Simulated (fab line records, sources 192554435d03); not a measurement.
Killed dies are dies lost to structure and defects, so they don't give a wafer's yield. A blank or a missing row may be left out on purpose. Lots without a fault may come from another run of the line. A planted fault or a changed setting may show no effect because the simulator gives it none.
Chamber matching | flow n5_finfet | N5_FIN_CUT_ETCH_30 on rie_diel-06: 4 sister chambers
The step etches underlayer in N2/H2, target depth 13 nm, time 10.4 s. 8 wafers are shown with their chamber, then 9 later ones without.

WAFERS WITH THEIR CHAMBER
wafer  | chamber | drypump_motor_current_A (A) | throttle_valve_pct (%)
L080.4 | 2       | 4.7                         | 18.16
L086.2 | 3       | 4.7                         | 17.74
L086.6 | 1       | 5.4                         | 17.43
L087.5 | 3       | 4.7                         | 17.74
L087.6 | 0       | 6.2                         | 18.37
L090.1 | 1       | 5.4                         | 17.45
L090.3 | 2       | 4.8                         | 18.19
L090.5 | 0       | 6.2                         | 18.39

WAFERS WITHOUT THEIR CHAMBER
wafer  | drypump_motor_current_A (A) | throttle_valve_pct (%)
L091.2 | 4.8                         | 17.75
L091.5 | 4.7                         | 18.17
L091.6 | 5.4                         | 17.45
L094.3 | 4.7                         | 17.76
L094.4 | 5.4                         | 17.47
L094.6 | 5.4                         | 17.46
L097.2 | 5.4                         | 17.48
L097.4 | 4.8                         | 17.77
L097.6 | 5.4                         | 17.49

WHICH CHAMBER EACH WENT THROUGH
wafer  | from the rows above | in truth
L091.2 | 3                   | 3
L091.5 | 2                   | 2
L091.6 | 1                   | 1
L094.3 | 3                   | 3
L094.4 | 1                   | 1
L094.6 | 1                   | 1
L097.2 | 1                   | 1
L097.4 | 3                   | 3
L097.6 | 1                   | 1
Placed correctly: 9 of 9. Can't be placed from these rows: 0. Placed wrongly: 0.
How it was worked out, from the rows above alone: a wafer's distance from a chamber is the root of the sum, over the readings, of the square of ((its reading less the chamber's mean) divided by the reading's scatter). The wafer belongs to the nearest chamber; if the next one is less than 2 further off, it can't be placed. A chamber's mean is the mean of its shown wafers. The scatter: the root of (the sum of the squares of (reading less its chamber's mean) over the shown wafers, divided by (wafers less chambers)).
